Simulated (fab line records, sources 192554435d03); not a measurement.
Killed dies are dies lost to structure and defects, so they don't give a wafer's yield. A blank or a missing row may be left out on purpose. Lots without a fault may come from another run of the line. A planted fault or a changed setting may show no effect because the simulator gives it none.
Chamber matching | flow n5_finfet | N5_FIN_SAQP_ETCH_69 on rie_diel-06: 4 sister chambers
The step etches SOC in N2/H2, stops on SiNx, target depth 150 nm. 14 wafers are shown with their chamber, then 6 later ones without.

WAFERS WITH THEIR CHAMBER
wafer  | chamber | drypump_motor_current_A (A) | throttle_valve_pct (%) | showerhead_plenum_p_Torr (Torr)
L828.2 | 2       | 5.5                         | 18.23                  | 2.40
L828.3 | 3       | 5.2                         | 17.51                  | 2.69
L828.4 | 1       | 6.7                         | 17.87                  | 2.48
L830.2 | 3       | 5.1                         | 17.49                  | 2.68
L830.4 | 1       | 6.7                         | 17.87                  | 2.48
L830.5 | 0       | 5.3                         | 18.10                  | 2.40
L838.2 | 0       | 5.3                         | 17.68                  | 2.72
L838.5 | 2       | 5.4                         | 17.81                  | 2.71
L838.6 | 3       | 5.1                         | 17.54                  | 2.68
L840.3 | 2       | 5.5                         | 17.80                  | 2.71
L840.4 | 3       | 5.2                         | 17.52                  | 2.67
L840.6 | 1       | 6.7                         | 17.92                  | 2.47
L846.2 | 3       | 5.2                         | 17.54                  | 2.67
L846.4 | 0       | 5.3                         | 17.73                  | 2.72

SIGNATURES (means of the wafers above)
reading                  | chamber 0 | chamber 1 | chamber 2 | chamber 3 | scatter within a chamber
drypump_motor_current_A  | 5.300     | 6.700     | 5.467     | 5.160     | 0.0432
throttle_valve_pct       | 17.8367   | 17.8867   | 17.9467   | 17.5200   | 0.151
showerhead_plenum_p_Torr | 2.6133    | 2.4767    | 2.6067    | 2.6780    | 0.115
Rule: a wafer's distance from a chamber is the root of the sum, over the readings, of the square of ((its reading less the chamber's mean) divided by the reading's scatter). The wafer belongs to the nearest chamber; if the next one is less than 2 further off, it can't be placed. The scatter: the root of (the sum of the squares of (reading less its chamber's mean) over the shown wafers, divided by (wafers less chambers)).

WAFERS WITHOUT THEIR CHAMBER
wafer  | drypump_motor_current_A (A) | throttle_valve_pct (%) | showerhead_plenum_p_Torr (Torr)
L846.6 | 5.5                         | 17.79                  | 2.71
L848.1 | 5.1                         | 17.53                  | 2.67
L848.5 | 5.3                         | 17.72                  | 2.72
L849.1 | 5.1                         | 17.56                  | 2.67
L849.2 | 5.3                         | 17.72                  | 2.72
L849.6 | 6.7                         | 17.94                  | 2.46

WHICH CHAMBER EACH WENT THROUGH
wafer  | from the rows above | in truth
L846.6 | 2                   | 2
L848.1 | 3                   | 3
L848.5 | 0                   | 0
L849.1 | 3                   | 3
L849.2 | 0                   | 0
L849.6 | 1                   | 1
Placed correctly: 6 of 6. Can't be placed from these rows: 0. Placed wrongly: 0.
